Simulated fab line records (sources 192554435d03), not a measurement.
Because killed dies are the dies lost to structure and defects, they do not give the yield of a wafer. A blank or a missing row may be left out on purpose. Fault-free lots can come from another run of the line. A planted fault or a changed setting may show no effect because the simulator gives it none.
Problem report in the 8D (eight disciplines) form, filled by code :: flow n5 finfet :: the parts of the form that need people (team, actions taken, sign-off) are left out

1. WHAT WENT WRONG
At N5_FIN_SAQP_ETCH_57, etch rf on time s averages 73.9 s over 3 wafers from 3 lots, while fault-free wafers read 46.2 s, standard deviation 0.87. That is +32 standard deviations from the usual mean.
The step: etches SiNx in CH3F/O2, target depth 32.5 nm, time 46.4 s.
Seen first at day 4 19:01 on rie diel-03, wafer L390.3. The record has a number at this step for 24 wafers belonging to 9 lots. Rule for "out" (also "out of limits"): further than 4 standard deviations from the usual mean. The other wafers with a number count as sound.

2. WHAT IT IS; WHAT IT IS NOT
question: which readings at this step
is: etch rf on time s
is not: chamber pressure mTorr, drypump motor current A, rf vpp V, showerhead plenum p Torr, throttle valve pct

question: which lots
is: L390, L392, L394
is not: L379, L381, L387, L395, L396, L397

question: which wafers of those lots
is: L390.3, L392.6, L394.6
is not: L390.2, L392.2, L394.5

question: read on which tools
is: rie diel-01, rie diel-03, rie diel-04
is not: -

question: when
is: from day 4 19:01
is not: up to then (10 sound wafers); but 11 sound wafers of L392, L394, L395, L396, L397 came after

3. SUSPECTS, AND WHAT RULES EACH OUT
Counting: any tool at a process step up to the reading remains a suspect provided it ran every lot that is out. Sound lots after the first of them don't rule it out here, since some wafers of a struck lot are sound.
- pecvd-04 at N5_FIN_SAQP_PECVD_47 (deposits a-Si from SiH4/He, target thk 45 nm, time 36.3 s): kept. Every lot that is out went through it, the first being L390 (day 4 14:30); the last sound lot it ran before that was L387 (day 3 22:34).
- pecvd-04 at N5_FIN_SAQP_PECVD_48 (deposits SiNx from SiH4/NH3/N2, target thk 25 nm, time 22.1 s): kept. Every lot that is out went through it, the first being L390 (day 4 14:32); the last sound lot it ran before that was L387 (day 3 22:36).
After counting, pecvd-04 at N5_FIN_SAQP_PECVD_47 and pecvd-04 at N5_FIN_SAQP_PECVD_48 remain.

4. THE CAUSE (what the simulator had put in)
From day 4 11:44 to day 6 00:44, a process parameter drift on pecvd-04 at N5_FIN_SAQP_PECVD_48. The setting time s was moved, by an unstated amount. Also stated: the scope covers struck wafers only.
Counting leaves 2 suspects; this tool is one of them.

5. THE CHAIN OF EFFECTS, in route order
Rows list readings where the struck wafers' mean (over those with a number) sits beyond 3 standard deviations from the usual. Only readings for which the record gives a usual standard deviation are gone through. hours: the time from each lot's start at the first step in this table that gives one to its start at this step, as a median over the lots. sigmas: the change in usual standard deviations.
hours: 0
step: N5_FIN_SAQP_ETCH_57
reading: etch rf on time s
usual: 46.2 s
on struck wafers: 73.9
change: +27.7
sigmas: +32
Process steps it contains:
- N5_FIN_SAQP_ETCH_57: etches SiNx in CH3F/O2, target depth 32.5 nm, time 46.4 s.
At these later measuring or inspecting steps, every struck wafer for which the step has a row has a number for every such reading, and none has moved that far: N5_BEOL_M4_RC_MEAS_101.

6. HOW IT WOULD HAVE BEEN CAUGHT EARLIER
In this record the first reading out of limits was taken at day 4 19:01, 7 hours after the fault began at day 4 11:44.
No tool reading at N5_FIN_SAQP_PECVD_48 that has a usual standard deviation in the record was out on any struck wafer, so an alarm limit of 4 standard deviations on those readings would not have fired.
Among the 3 lots that are out, L392, L394 began N5_FIN_SAQP_PECVD_48 on pecvd-04 after day 4 19:01. A hold on the tool at that time would have spared those 2.
